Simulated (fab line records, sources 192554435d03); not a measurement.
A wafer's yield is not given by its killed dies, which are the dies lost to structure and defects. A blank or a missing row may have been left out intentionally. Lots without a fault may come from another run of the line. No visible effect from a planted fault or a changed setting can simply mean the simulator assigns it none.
Split-lot trial :: flow n5 finfet :: route with 1938 steps; 7 lots, 21 wafers read

## THE SPLIT
At N5_BEOL_M1_ETCH_70 (etches SOC in N2/H2, target depth 80 nm, overetch 16 nm, time 120 s), the setting bias w was moved away from the recipe's 150 W on 11 of the 21 wafers read, by -17.0% to +14.6%. The other wafers ran this setting at the recipe's value.

Reading taken at the split's own step.

## THE READING
rf vpp V, in V, at N5_BEOL_M1_ETCH_70 (etches SOC in N2/H2, target depth 80 nm, overetch 16 nm, time 120 s). Typical for fault-free wafers on this fab line: 524.3 V, with standard deviation 3 V.

wafer: L074.1
tool, chamber at the split: rie diel-01, 2
bias w as run, W: 133.8
against the recipe: -10.8%
rf vpp V, V: 486.3
against lot-mates on the recipe: -36.0

wafer: L074.3
tool, chamber at the split: rie diel-01, 3
bias w as run, W: 133.8
against the recipe: -10.8%
rf vpp V, V: 488.8
against lot-mates on the recipe: -33.5

wafer: L074.6
tool, chamber at the split: rie diel-01, 2
bias w as run, W: 150
against the recipe: recipe
rf vpp V, V: 522.3
against lot-mates on the recipe: -

wafer: L080.2
tool, chamber at the split: rie diel-05, 1
bias w as run, W: 150
against the recipe: recipe
rf vpp V, V: 520.5
against lot-mates on the recipe: -

wafer: L080.3
tool, chamber at the split: rie diel-05, 2
bias w as run, W: 150
against the recipe: recipe
rf vpp V, V: 524.8
against lot-mates on the recipe: -

wafer: L080.5
tool, chamber at the split: rie diel-05, 0
bias w as run, W: 150
against the recipe: recipe
rf vpp V, V: 525.7
against lot-mates on the recipe: -

wafer: L089.2
tool, chamber at the split: rie diel-05, 1
bias w as run, W: 150
against the recipe: recipe
rf vpp V, V: 520.9
against lot-mates on the recipe: -

wafer: L089.4
tool, chamber at the split: rie diel-05, 3
bias w as run, W: 150
against the recipe: recipe
rf vpp V, V: 525.6
against lot-mates on the recipe: -

wafer: L089.6
tool, chamber at the split: rie diel-05, 1
bias w as run, W: 166.2
against the recipe: +10.8%
rf vpp V, V: 556.1
against lot-mates on the recipe: +32.9

wafer: L091.3
tool, chamber at the split: rie diel-05, 3
bias w as run, W: 150
against the recipe: recipe
rf vpp V, V: 524.9
against lot-mates on the recipe: -

wafer: L091.4
tool, chamber at the split: rie diel-05, 0
bias w as run, W: 170.6
against the recipe: +13.7%
rf vpp V, V: 567.6
against lot-mates on the recipe: +42.7

wafer: L091.5
tool, chamber at the split: rie diel-05, 0
bias w as run, W: 170.6
against the recipe: +13.7%
rf vpp V, V: 569.5
against lot-mates on the recipe: +44.6

wafer: L092.3
tool, chamber at the split: rie diel-05, 3
bias w as run, W: 171.9
against the recipe: +14.6%
rf vpp V, V: 573.9
against lot-mates on the recipe: +53.4

wafer: L092.4
tool, chamber at the split: rie diel-05, 1
bias w as run, W: 150
against the recipe: recipe
rf vpp V, V: 520.5
against lot-mates on the recipe: -

wafer: L092.6
tool, chamber at the split: rie diel-05, 2
bias w as run, W: 171.9
against the recipe: +14.6%
rf vpp V, V: 571.7
against lot-mates on the recipe: +51.2

wafer: L093.1
tool, chamber at the split: rie diel-01, 3
bias w as run, W: 124.5
against the recipe: -17.0%
rf vpp V, V: 464.9
against lot-mates on the recipe: no lot-mate on the recipe

wafer: L093.4
tool, chamber at the split: rie diel-01, 2
bias w as run, W: 124.5
against the recipe: -17.0%
rf vpp V, V: 462.9
against lot-mates on the recipe: no lot-mate on the recipe

wafer: L093.5
tool, chamber at the split: rie diel-01, 1
bias w as run, W: 124.5
against the recipe: -17.0%
rf vpp V, V: 462.7
against lot-mates on the recipe: no lot-mate on the recipe

wafer: L097.1
tool, chamber at the split: rie diel-01, 2
bias w as run, W: 150
against the recipe: recipe
rf vpp V, V: 520.5
against lot-mates on the recipe: -

wafer: L097.4
tool, chamber at the split: rie diel-01, 1
bias w as run, W: 166.6
against the recipe: +11.1%
rf vpp V, V: 559.1
against lot-mates on the recipe: +38.1

wafer: L097.5
tool, chamber at the split: rie diel-01, 1
bias w as run, W: 150
against the recipe: recipe
rf vpp V, V: 521.6
against lot-mates on the recipe: -

FIT RESULTS
A straight line over all 21 wafers: rf vpp V changes by +3.39 V for each +1% of bias w; r = +1.00; the points scatter about the line by 2 V.
The same after taking each lot's own level away (the mean of its wafers on the recipe; 18 wafers): +3.32 V for each +1%; r = +1.00; scatter 2.3 V.
The reading moves by 56 V for the largest change in bias w, on that fit.
Across the lots, their own levels run from 520.50 to 524.90 V, a range of 1.5 times the standard deviation given above.
The two slopes are in agreement: the lot-to-lot level therefore moves the slope only a little.
Check: +47.8 V against its lot-mates is what the line predicts for one of the wafers moved furthest among these (+14.6%) when that wafer is left out of the fit. Against them it came out at +53.4 V.
Tool readings at the split's step, against how far the setting was moved: rf vpp V r = +1.00.

## OTHER SPLITS APPLIED TO THESE WAFERS
Other splits were also applied to these wafers ahead of the reading. Each is held against what the fit with the lots' levels taken away leaves over:
other split on the same wafers: N5_GATE_CUT_DESCUM_18 time s
wafers away from the commonest value: 8
r with rf vpp V (lot level and that fit taken away): +0.49

other split on the same wafers: N5_MOL_CONTACT_COAG_ETCH_15 source w
wafers away from the commonest value: 8
r with rf vpp V (lot level and that fit taken away): -0.53

other split on the same wafers: N5_MOL_CONTACT_COAG_EXPOSE_37 dose mj
wafers away from the commonest value: 6
r with rf vpp V (lot level and that fit taken away): -0.22

other split on the same wafers: N5_MOL_CONTACT_COAG_DESCUM_45 time s
wafers away from the commonest value: 9
r with rf vpp V (lot level and that fit taken away): -0.27

other split on the same wafers: N5_BEOL_M1_EXPOSE_25 dose mj
wafers away from the commonest value: 8
r with rf vpp V (lot level and that fit taken away): -0.23

## THE WHOLE CHAIN: every reading that the file lists as answering this split, in the file's order
step: N5_BEOL_M1_ETCH_70
what it does: etches SOC in N2/H2, target depth 80 nm, overetch 16 nm, time 120 s
reading: rf vpp V
change (the file's fit): +3.32 V for each +1% of the setting
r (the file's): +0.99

step: N5_BEOL_M1_ETCH_70
what it does: etches SOC in N2/H2, target depth 80 nm, overetch 16 nm, time 120 s
reading: SiARC_of_BEOL_M1_COAT_68.thk nm (the simulator's own value, which no gauge read)
change (the file's fit): -0.0697 nm for each +1% of the setting
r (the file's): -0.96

## FILE'S OWN FIT
rf vpp V changes by +3.32 V for each +1% of bias w, r = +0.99.
